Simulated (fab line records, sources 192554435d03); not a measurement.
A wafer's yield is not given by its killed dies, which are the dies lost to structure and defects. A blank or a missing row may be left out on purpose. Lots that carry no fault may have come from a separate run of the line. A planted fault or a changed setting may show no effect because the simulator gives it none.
Check for tools in common :: flow n5Finfet :: Sample size 12 lots and 33 wafers

== WHY IT WAS OPENED ==
At N5_BEOL_M0_SAQP_OVL_MEAS_15 the reading M0_CORE_OVL is flagged on 2 of 12 lots. Wafers without a fault read 0.5 nm, standard deviation 0.87.
Rule: a lot is flagged in two cases, either no wafer of it has a number, or all its wafers with numbers fall more than 4 standard deviations from that mean. All remaining lots are regarded as sound.

lot: L498
measured: day 5 12:26
on: overlay-01
M0_CORE_OVL (nm), wafer by wafer: -0.9 0.2 -0.5
flag: 

lot: L499
measured: day 5 20:02
on: overlay-02
M0_CORE_OVL (nm), wafer by wafer: -1.2 -0.6 -1.2
flag: 

lot: L502
measured: day 6 17:29
on: overlay-02
M0_CORE_OVL (nm), wafer by wafer: 0.8 0.4 1.5
flag: 

lot: L505
measured: day 7 10:49
on: overlay-01
M0_CORE_OVL (nm), wafer by wafer: -0.1 0.6
flag: 

lot: L507
measured: day 7 19:05
on: overlay-02
M0_CORE_OVL (nm), wafer by wafer: -1.0 -0.4
flag: 

lot: L510
measured: day 8 17:00
on: overlay-01
M0_CORE_OVL (nm), wafer by wafer: 21.2 19.2 19.1
flag: FLAGGED

lot: L511
measured: day 8 22:22
on: overlay-01
M0_CORE_OVL (nm), wafer by wafer: 20.7 20.7 19.6
flag: FLAGGED

lot: L512
measured: day 9 05:58
on: overlay-01
M0_CORE_OVL (nm), wafer by wafer: 1.1 1.5 0.4
flag: 

lot: L513
measured: day 9 09:01
on: overlay-02
M0_CORE_OVL (nm), wafer by wafer: -0.1 0.5
flag: 

lot: L517
measured: day 10 10:18
on: overlay-02
M0_CORE_OVL (nm), wafer by wafer: 1.3 0.1 0.9
flag: 

lot: L519
measured: day 10 16:07
on: overlay-01
M0_CORE_OVL (nm), wafer by wafer: 1.1 2.3 1.9
flag: 

lot: L520
measured: day 11 06:26
on: overlay-02
M0_CORE_OVL (nm), wafer by wafer: 1.8 2.8 2.6
flag: 
The mean of the flagged lots' numbers is 20.1 nm, +19.6 nm from the usual (+23 standard deviations).

== LOT BY LOT: THE TOOL USED ==
3 process steps preceding the reading are held in the record, out of 1938 steps in the route. Read each cell as the tool, then ch plus the chambers that the sampled wafers visited, then the start.
lot: L498
flag: 
N5_MOL_CONTACT_COAG_CVD_140: cvdW-01 ch 0,1, day 5 06:59
N5_MOL_CONTACT_COAG_CMP_52: cmp-01 ch 0,2,3, day 5 07:19
N5_BEOL_M0_SAQP_EXPOSE_11: arfiScanner-03 ch 0, day 5 12:17

lot: L499
flag: 
N5_MOL_CONTACT_COAG_CVD_140: cvdW-02 ch 0,1, day 5 14:58
N5_MOL_CONTACT_COAG_CMP_52: cmp-03 ch 1,2, day 5 15:17
N5_BEOL_M0_SAQP_EXPOSE_11: arfiScanner-03 ch 0, day 5 19:52

lot: L502
flag: 
N5_MOL_CONTACT_COAG_CVD_140: cvdW-02 ch 0,1, day 6 12:07
N5_MOL_CONTACT_COAG_CMP_52: cmp-01 ch 0,3, day 6 12:26
N5_BEOL_M0_SAQP_EXPOSE_11: arfiScanner-03 ch 0, day 6 17:20

lot: L505
flag: 
N5_MOL_CONTACT_COAG_CVD_140: cvdW-02 ch 1, day 7 02:43
N5_MOL_CONTACT_COAG_CMP_52: cmp-04 ch 0,3, day 7 03:03
N5_BEOL_M0_SAQP_EXPOSE_11: arfiScanner-02 ch 0, day 7 10:40

lot: L507
flag: 
N5_MOL_CONTACT_COAG_CVD_140: cvdW-01 ch 0,1, day 7 13:36
N5_MOL_CONTACT_COAG_CMP_52: cmp-03 ch 0,1, day 7 13:53
N5_BEOL_M0_SAQP_EXPOSE_11: arfiScanner-01 ch 0, day 7 18:57

lot: L510
flag: FLAGGED
N5_MOL_CONTACT_COAG_CVD_140: cvdW-02 ch 0,1, day 8 10:59
N5_MOL_CONTACT_COAG_CMP_52: cmp-04 ch 0,2,3, day 8 11:14
N5_BEOL_M0_SAQP_EXPOSE_11: arfiScanner-03 ch 0, day 8 16:52

lot: L511
flag: FLAGGED
N5_MOL_CONTACT_COAG_CVD_140: cvdW-02 ch 0,1, day 8 16:10
N5_MOL_CONTACT_COAG_CMP_52: cmp-01 ch 1,2,3, day 8 16:30
N5_BEOL_M0_SAQP_EXPOSE_11: arfiScanner-03 ch 0, day 8 22:13

lot: L512
flag: 
N5_MOL_CONTACT_COAG_CVD_140: cvdW-01 ch 0,1, day 9 00:45
N5_MOL_CONTACT_COAG_CMP_52: cmp-01 ch 0,1, day 9 00:59
N5_BEOL_M0_SAQP_EXPOSE_11: arfiScanner-01 ch 0, day 9 05:49

lot: L513
flag: 
N5_MOL_CONTACT_COAG_CVD_140: cvdW-02 ch 0,1, day 9 02:42
N5_MOL_CONTACT_COAG_CMP_52: cmp-04 ch 1,2, day 9 02:56
N5_BEOL_M0_SAQP_EXPOSE_11: arfiScanner-02 ch 0, day 9 08:52

lot: L517
flag: 
N5_MOL_CONTACT_COAG_CVD_140: cvdW-02 ch 0,1, day 10 04:07
N5_MOL_CONTACT_COAG_CMP_52: cmp-01 ch 2,3, day 10 04:26
N5_BEOL_M0_SAQP_EXPOSE_11: arfiScanner-01 ch 0, day 10 10:08

lot: L519
flag: 
N5_MOL_CONTACT_COAG_CVD_140: cvdW-02 ch 0, day 10 11:19
N5_MOL_CONTACT_COAG_CMP_52: cmp-04 ch 1,2, day 10 11:40
N5_BEOL_M0_SAQP_EXPOSE_11: arfiScanner-01 ch 0, day 10 15:57

lot: L520
flag: 
N5_MOL_CONTACT_COAG_CVD_140: cvdW-02 ch 0,1, day 11 01:35
N5_MOL_CONTACT_COAG_CMP_52: cmp-01 ch 1,3, day 11 01:54
N5_BEOL_M0_SAQP_EXPOSE_11: arfiScanner-01 ch 0, day 11 06:16
These steps, and what they do:
- N5_MOL_CONTACT_COAG_CVD_140: deposits W, target thk 66.5 nm, time 215 s.
- N5_MOL_CONTACT_COAG_CMP_52: polishes, stops on SiO2, t overpolish 1.5 s, target thk 66.5 nm.
- N5_BEOL_M0_SAQP_EXPOSE_11: exposes mask M0 CORE, target cd 42 nm.
- N5_BEOL_M0_SAQP_OVL_MEAS_15

== FLAGGED OVER TOTAL, TOOL BY TOOL (the gauges that took the reading come last) ==
step: N5_MOL_CONTACT_COAG_CVD_140
tool: cvdW-01
lots run: 3
flagged: 0
share of the flagged lots: none
sound lots run after its first flagged lot: -

step: N5_MOL_CONTACT_COAG_CVD_140
tool: cvdW-02
lots run: 9
flagged: 2
share of the flagged lots: all
sound lots run after its first flagged lot: 4 (L513,L517,L519,L520)

step: N5_MOL_CONTACT_COAG_CMP_52
tool: cmp-01
lots run: 6
flagged: 1
share of the flagged lots: some
sound lots run after its first flagged lot: 3 (L512,L517,L520)

step: N5_MOL_CONTACT_COAG_CMP_52
tool: cmp-03
lots run: 2
flagged: 0
share of the flagged lots: none
sound lots run after its first flagged lot: -

step: N5_MOL_CONTACT_COAG_CMP_52
tool: cmp-04
lots run: 4
flagged: 1
share of the flagged lots: some
sound lots run after its first flagged lot: 2 (L513,L519)

step: N5_BEOL_M0_SAQP_EXPOSE_11
tool: arfiScanner-01
lots run: 5
flagged: 0
share of the flagged lots: none
sound lots run after its first flagged lot: -

step: N5_BEOL_M0_SAQP_EXPOSE_11
tool: arfiScanner-02
lots run: 2
flagged: 0
share of the flagged lots: none
sound lots run after its first flagged lot: -

step: N5_BEOL_M0_SAQP_EXPOSE_11
tool: arfiScanner-03
lots run: 5
flagged: 2
share of the flagged lots: all
sound lots run after its first flagged lot: 0

step: N5_BEOL_M0_SAQP_OVL_MEAS_15
tool: overlay-01
lots run: 6
flagged: 2
share of the flagged lots: all
sound lots run after its first flagged lot: 2 (L512,L519)

step: N5_BEOL_M0_SAQP_OVL_MEAS_15
tool: overlay-02
lots run: 6
flagged: 0
share of the flagged lots: none
sound lots run after its first flagged lot: -

== THE TABLE: WHAT IT ALLOWS ==
3 rows of the table ran every flagged lot: cvdW-02 at N5_MOL_CONTACT_COAG_CVD_140, arfiScanner-03 at N5_BEOL_M0_SAQP_EXPOSE_11, overlay-01 at N5_BEOL_M0_SAQP_OVL_MEAS_15.
- cvdW-02 at N5_MOL_CONTACT_COAG_CVD_140: 2 of its 9 lots flagged. Sound lots ran on it after the first flagged one (L513, L517, L519, L520), which a lasting fault on the whole tool wouldn't allow.
- arfiScanner-03 at N5_BEOL_M0_SAQP_EXPOSE_11: 2 of its 5 lots flagged. It ran its last sound lot, L502, at day 6 17:20 and its first flagged lot, L510, at day 8 16:52: a fault with its onset between the two fits.
- overlay-01 at N5_BEOL_M0_SAQP_OVL_MEAS_15: 2 of its 6 lots flagged. Sound lots ran on it after the first flagged one (L512, L519), which a lasting fault on the whole tool wouldn't allow.
Just one tool remains: arfiScanner-03 at N5_BEOL_M0_SAQP_EXPOSE_11.

== WHAT WAS PUT IN BY THE SIMULATOR ==
Scanner matching overlay: arfiScanner-03, from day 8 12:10 on, at N5_BEOL_M0_SAQP_EXPOSE_11. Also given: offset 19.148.
Shown lots that were struck: L510, L511. Same finding as the rule above.
